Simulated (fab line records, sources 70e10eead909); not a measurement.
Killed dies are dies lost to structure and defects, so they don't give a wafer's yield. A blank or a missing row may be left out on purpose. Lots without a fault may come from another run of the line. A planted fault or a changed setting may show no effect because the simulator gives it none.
fab line records | flow nand_harc
record lots=7 wafers=21 last_day=24
route steps=1159 shown A_STAIRCASE@743 A_SGD_CUT@747 END@1159
lots that met no fault: from a run of the same line without faults
start_h: hours from the record's first day to the start of the lot's first wafer shown | wait_h: hours since the lot's step before | " the same as in the row above | L1.1+2: a row that stands for several wafers | - no value, or no start given | * or withheld: withheld | < > ~ a bound
route shown NAME@n: a module of which the file shows steps, and the number in the route of the first | usual: mean/standard deviation of fault-free wafers | same: alike in all rows | chamber/n: place in a boat | sites: the reading at each site | _std_site: their standard deviation | _edge_site: outer sites' mean less inner sites' | radius_mm: how far each site lies from the wafer's centre | mask NAME#n: copy n | behind: the tool/chamber that last shaped the wafer | hold: why the lot was held/for how many hours/how that ended | device: the transistor (n, p or np) that didn't switch | end of line: the same wafers' tests at the end of the route | a step without rows: its recipe alone | killed: dies lost to structure and defects at the first sort, not the wafer's yield | map: a wafer's dies, x killed, . not, _ none there
set.NAME: the setting as run; set.NAME@STEP: as run at that earlier step | model.NAME: the simulator's own value behind a step, which no gauge read
lots at some steps of the route; a table a step, a row a wafer
services: from which hour (start_h, from the record's first day; less than 0 if before it) a tool's chamber was out of use, for how many hours, and why
## steps
# step NHARC_A_STAIRCASE_CMP_472
# recipe material=SiO2
# usual motor_current_A=12.2/1.2 retaining_ring_pressure_frac=0.999/0.0049
# columns lot.wafer tool chamber start_h wait_h motor_current_A retaining_ring_pressure_frac
L697.2 cmp-01 1 305.25 0.2 12.6 1.003
L697.1 " 2 " " 10.1 0.993
L697.5 " 1 " " 12.1 0.999
L704.3 cmp-01 0 354.88 0.2 13.9 1.000
L704.2 " 3 " " 11.8 0.997
L704.6 " 1 " " 12.7 0.998
L706.1 cmp-01 1 367.52 0.3 13.4 0.994
L706.5 " 3 " " 11.7 0.999
L706.6 " 0 " " 13.0 0.998
L705.2 cmp-03 0 368.23 0.2 13.2 0.994
L705.4 " 3 " " 13.7 1.008
L705.6 " 1 " " 11.9 0.996
L710.3 cmp-03 1 393.03 0.2 11.8 1.001
L710.6 " 1 " " 11.8 1.006
L710.5 " 2 " " 12.9 1.006
L714.2 cmp-02 2 418.72 0.2 12.6 0.995
L714.6 " 0 " " 11.7 1.000
L714.5 " 1 " " 9.7 0.992
L718.3 cmp-03 1 435.73 0.3 12.3 1.003
L718.2 " 2 " " 13.2 0.995
L718.5 " 1 " " 12.1 1.001
# step NHARC_A_STAIRCASE_SRD_474
# step NHARC_A_STAIRCASE_INSPECT_155
# usual raw_defect_count=408/170
# columns lot.wafer tool chamber start_h wait_h raw_defect_count
L697.1 defect_inspect-01 - 305.56 0.1 290
L697.2 " - " " 371
L697.5 " - " " 295
L704.2 defect_inspect-02 - 355.23 0.1 260
L704.3 " - " " 414
L704.6 " - " " 516
L706.1 defect_inspect-01 - 367.81 0.1 393
L706.5 " - " " 298
L706.6 " - " " 327
L705.2 defect_inspect-01 - 368.58 0.1 350
L705.4 " - " " 517
L705.6 " - " " 370
L710.3 defect_inspect-01 - 393.38 0.1 196
L710.5 " - " " 307
L710.6 " - " " 262
L714.2 defect_inspect-01 - 419.02 0.1 488
L714.5 " - " " 245
L714.6 " - " " 231
L718.2 defect_inspect-02 - 436.04 0.1 252
L718.3 " - " " 385
L718.5 " - " " 535
# step NHARC_A_SGD_CUT_DEP_00
# recipe target_thk_a=500 temp_c=400 target_thk_nm=50 flow_sccm=200 rf_w=450 material=SiNx
# usual heater_power_w=670/68
# columns lot.wafer tool chamber start_h wait_h heater_power_w
L697.1 pecvd-01 1 305.63 0.1 732
L697.2 " 2 " " 658
L697.5 " 2 " " 663
L704.2 pecvd-02 1 355.53 0.3 658
L704.3 " 0 " " 656
L704.6 " 1 " " 693
L706.1 pecvd-03 1 367.88 0.1 845
L706.6 " 2 " " 633
L706.5 " 0 " " 697
L705.2 pecvd-02 2 368.68 0.1 745
L705.6 " 2 " " 742
L705.4 " 0 " " 606
L710.3 pecvd-03 0 393.50 0.1 708
L710.5 " 2 " " 616
L710.6 " 0 " " 707
L714.2 pecvd-02 2 419.09 0.1 700
L714.5 " 0 " " 575
L714.6 " 1 " " 672
L718.2 pecvd-02 1 436.14 0.1 588
L718.3 " 2 " " 760
L718.5 " 2 " " 749
# step NHARC_A_SGD_CUT_DEHYDRATE_01
# recipe temp_c=150 time_s=120
# step NHARC_A_SGD_CUT_HMDS_02
# recipe time_s=30
# step NHARC_A_SGD_CUT_COAT_56
# recipe temp_c=260 time_s=75
# step NHARC_A_SGD_CUT_COAT_57
# recipe temp_c=225 time_s=65
# step NHARC_A_SGD_CUT_COAT_03
# recipe spin_rpm=1500 resist_thk_nm=90
# step NHARC_A_SGD_CUT_SOFTBAKE_04
# recipe temp_c=105 time_s=55
# step NHARC_A_SGD_CUT_EBR_05
# step NHARC_A_SGD_CUT_EXPOSE_06
# recipe na=1.35 dose_mj=85.59 mask_id=SGD
# usual exposure_dose_mJ_cm2=85.53/0.074
# columns lot.wafer tool chamber start_h wait_h mask exposure_dose_mJ_cm2
L697.1 arfi_scanner-02 0 306.21 - SGD#0 85.60
L697.2 " 0 " " SGD#0 85.42
L697.5 " 0 " " SGD#0 85.53
L704.2 arfi_scanner-02 0 356.19 - SGD#0 98.07
L704.3 " 0 " " SGD#0 98.06
L704.6 " 0 " " SGD#0 97.94
L706.1 arfi_scanner-02 0 368.33 - SGD#0 95.46
L706.5 " 0 " " SGD#0 95.39
L706.6 " 0 " " SGD#0 95.52
L705.2 arfi_scanner-02 0 369.11 - SGD#0 93.47
L705.4 " 0 " " SGD#0 93.43
L705.6 " 0 " " SGD#0 93.45
L710.3 arfi_scanner-01 0 394.04 - SGD#0 85.42
L710.5 " 0 " " SGD#0 85.52
L710.6 " 0 " " SGD#0 85.57
L714.2 arfi_scanner-03 0 419.67 - SGD#0 85.54
L714.5 " 0 " " SGD#0 85.61
L714.6 " 0 " " SGD#0 85.55
L718.2 arfi_scanner-01 0 436.69 - SGD#0 85.52
L718.3 " 0 " " SGD#0 85.41
L718.5 " 0 " " SGD#0 85.43
# step NHARC_A_SGD_CUT_PEB_07
# recipe peb_temp_c=100 peb_time_s=65
# step NHARC_A_SGD_CUT_DEVELOP_08
# recipe develop_time_s=35 dev_temp_c=23
# step NHARC_A_SGD_CUT_CD_MEAS_09
# recipe target_cd_nm=100 landing_energy_ev=500
# usual cd_nm=99.9/0.49
# columns lot.wafer tool chamber start_h wait_h cd_nm
L697.1 cd_sem-01 0 306.35 - 100.4
L697.2 " 0 " " 100.4
L697.5 " 0 " " 99.3
L704.2 cd_sem-02 0 356.33 - 109.8
L704.3 " 0 " " 110.0
L704.6 " 0 " " 110.3
L706.1 cd_sem-02 0 368.47 - 106.9
L706.5 " 0 " " 107.2
L706.6 " 0 " " 106.9
L705.2 cd_sem-02 0 369.25 - 105.9
L705.4 " 0 " " 105.7
L705.6 " 0 " " 106.2
L710.3 cd_sem-02 0 394.17 - 99.7
L710.5 " 0 " " 99.9
L710.6 " 0 " " 99.7
L714.2 cd_sem-02 0 419.81 - 99.9
L714.5 " 0 " " 100.1
L714.6 " 0 " " 100.1
L718.2 cd_sem-02 0 436.83 - 100.0
L718.3 " 0 " " 99.9
L718.5 " 0 " " 100.6
# step NHARC_A_SGD_CUT_OVL_MEAS_10
# usual overlay_x_nm=0.2/0.82 overlay_y_nm=0.0/0.98
# columns lot.wafer tool chamber start_h wait_h overlay_x_nm overlay_y_nm
L697.1 overlay-02 - 306.44 - -0.9 0.1
L697.2 " - " " -1.3 -0.2
L697.5 " - " " -1.7 -0.8
L704.2 overlay-01 - 356.42 - -1.8 -1.2
L704.3 " - " " -1.0 -1.1
L704.6 " - " " -1.1 -1.3
L706.1 overlay-02 - 368.56 - 1.0 1.2
L706.5 " - " " 0.2 1.4
L706.6 " - " " 0.7 1.7
L705.2 overlay-02 - 369.34 - -0.2 0.5
L705.4 " - " " -0.5 -0.1
L705.6 " - " " 0.1 0.4
L710.3 overlay-01 - 394.26 - 1.1 1.8
L710.5 " - " " 1.4 0.6
L710.6 " - " " 1.0 1.3
L714.2 overlay-02 - 419.90 - 0.2 -2.1
L714.5 " - " " 0.7 -2.1
L714.6 " - " " 0.6 -1.9
L718.2 overlay-01 - 436.92 - 1.1 0.2
L718.3 " - " " 1.6 -0.1
L718.5 " - " " 1.4 -0.5
# step NHARC_END_SORT_01
# recipe temp_c=25
# usual killed_at_array=29/13 killed_at_other=0.7/1 killed_at_periphery=3.2/2.3 killed_dies=33/13 killed_open=3.3/1.7 killed_short=2.0/1.5
# same gross_dies=677
# columns lot.wafer tool chamber start_h wait_h killed_at_array killed_at_other killed_at_periphery killed_dies killed_open killed_short
L706.1 prober-01 0 505.67 2.5 29 1 4 34 4 1
L706.5 prober-01 0 508.90 3.7 14 1 13 28 2 3
L706.6 prober-01 0 509.70 4.0 27 1 4 32 2 2
L710.3 prober-01 0 531.34 3.1 18 3 3 24 3 2
L710.5 prober-01 0 532.99 3.8 13 3 2 18 2 4
L710.6 prober-01 0 533.81 4.1 10 3 3 16 1 2
L714.2 prober-02 0 555.42 2.8 34 0 5 39 5 3
L714.5 prober-02 0 557.85 3.7 38 0 2 40 2 1
L714.6 prober-02 0 558.66 4.0 27 0 2 29 2 1
# killed by level:class
L706.1 A_STAIRCASE:chamber_film_flake=9 A_BLC:chamber_film_flake=5 A_BONDPAD:chamber_film_flake=5 A_CHANNEL_HOLE_D1:chamber_film_flake=3 P_ZERO_WELL:chamber_film_flake=2 P_M1:chamber_film_flake=2 A_WL_FILL:chamber_film_flake=2 A_ONON_D1:geometric_particle:open=1
L706.5 P_ZERO_WELL:chamber_film_flake=7 P_M1:chamber_film_flake=4 A_STAIRCASE:chamber_film_flake=4 A_CONTACT:chamber_film_flake=3 P_CONTACT:geometric_particle:open=1 A_SOURCE_PLATE:geometric_particle:short=1 A_CHANNEL_FILL_D1:geometric_particle:open=1 A_CONTACT:geometric_particle:short=1
L706.6 A_CHANNEL_HOLE_D1:chamber_film_flake=8 A_STAIRCASE:chamber_film_flake=7 A_BLC:chamber_film_flake=3 A_BONDPAD:chamber_film_flake=3 A_WL_FILL:chamber_film_flake=2 A_CONTACT:chamber_film_flake=2 P_CONTACT:geometric_particle:open=1 P_M0:geometric_particle:short=1
L710.3 A_CHANNEL_HOLE_D1:chamber_film_flake=6 A_STAIRCASE:chamber_film_flake=6 THIN_TSV:chamber_film_flake=3 A_CONTACT:chamber_film_flake=2 P_STI:geometric_particle:open=1 P_M0:geometric_particle:open=1 A_CHANNEL_HOLE_D1:geometric_particle:short=1 A_M0:geometric_particle:open=1
L710.5 A_CHANNEL_HOLE_D1:chamber_film_flake=6 THIN_TSV:chamber_film_flake=3 A_WL_FILL:geometric_particle:short=2 P_M1:geometric_particle:short=1 A_ONON_D1:geometric_particle:short=1 A_WL_FILL:geometric_particle:open=1 A_M0:geometric_particle:open=1 P_STI:chamber_film_flake=1
L710.6 A_CONTACT:chamber_film_flake=5 A_CHANNEL_HOLE_D1:chamber_film_flake=3 THIN_TSV:chamber_film_flake=3 P_CONTACT:geometric_particle:short=1 P_M2:geometric_particle:short=1 A_CONTACT:geometric_particle:open=1 P_STI:chamber_film_flake=1 A_STAIRCASE:chamber_film_flake=1
L714.2 A_SLIT:chamber_film_flake=18 A_CHANNEL_HOLE_D1:chamber_film_flake=5 A_CONTACT:chamber_film_flake=4 A_ONON_D1:geometric_particle:open=2 A_CONTACT:geometric_particle:open=2 P_GATE:chamber_film_flake=2 P_M1:geometric_particle:short=1 P_M2:geometric_particle:open=1
L714.5 A_SLIT:chamber_film_flake=18 A_CHANNEL_HOLE_D1:chamber_film_flake=7 A_CONTACT:chamber_film_flake=6 P_GATE:chamber_film_flake=2 A_CHANNEL_FILL_D1:chamber_film_flake=2 A_WL_FILL:geometric_particle:open=1 A_CONTACT:geometric_particle:open=1 A_CONTACT:geometric_particle:short=1
L714.6 A_CHANNEL_HOLE_D1:chamber_film_flake=8 A_CONTACT:chamber_film_flake=8 A_SLIT:chamber_film_flake=7 P_GATE:chamber_film_flake=2 A_CHANNEL_FILL_D1:geometric_particle:open=1 A_WL_FILL:geometric_particle:short=1 A_WL_FILL:geometric_particle:open=1 A_SGD_CUT:chamber_film_flake=1
## services
# columns tool chamber start_h hours kind
arfi_scanner-02 0 289.47 - calibration
pecvd-03 - 292.26 13.0 pm
cmp-01 - 296.99 1.3 repair
cmp-01 - 305.39 2.3 repair
arfi_scanner-03 - 312.02 4.0 pm
arfi_scanner-03 - 319.16 1.1 repair
cmp-02 - 319.41 1.0 repair
cmp-01 - 321.40 0.8 repair
cmp-02 - 324.63 4.0 pm
pecvd-02 - 334.00 13.0 pm
arfi_scanner-02 - 337.03 3.3 repair
cmp-02 - 344.94 66.2 repair
arfi_scanner-01 - 349.77 0.5 repair
cmp-03 - 350.55 5.3 repair
cmp-03 - 362.78 4.2 repair
arfi_scanner-01 - 368.00 4.0 pm
cmp-01 - 375.50 4.0 pm
arfi_scanner-02 - 391.44 2.6 repair
pecvd-01 2 401.50 17.3 repair
arfi_scanner-02 - 413.40 0.7 repair
pecvd-01 - 418.21 13.0 pm
arfi_scanner-01 - 418.45 9.3 repair
cmp-02 - 422.63 4.0 pm
arfi_scanner-02 - 428.00 4.0 pm
## key
first_sign step=NHARC_A_SGD_CUT_EXPOSE_06 reading=exposure_dose_mJ_cm2 direction=up sigmas=99+ usual=85.53 struck=95.64
effect step=NHARC_A_SGD_CUT_CD_MEAS_09 reading=cd_nm direction=up sigmas=16 usual=99.9 struck=107.6 through=control_loop
met_at NHARC_A_SGD_CUT_EXPOSE_06
struck_wafers L704.2,L704.3,L704.6,L705.2,L705.4,L705.6,L706.1,L706.5,L706.6
tester_left_out L704,L705,L706
loop_trim step=NHARC_A_SGD_CUT_EXPOSE_06 setting=dose lots=L705,L706
onset_between 306.21 356.19
fault kind=process_parameter_drift tool=arfi_scanner-02 chamber=- onset_h=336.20 steps=NHARC_A_SGD_CUT_EXPOSE_06 channel=dose_mj offset=12.443 shape=step acts_in=these_recipes_only stated=85.59
# tester_left_out: of these lots the tester's yield and bins aren't shown, on N5 and GAA mostly nor the transistor test; their killed dies are dies lost to structure and defects alone, not to doping, threshold or leakage, so they don't give the yield
# loop_trim: a control loop set the setting to another value than it would have without faults
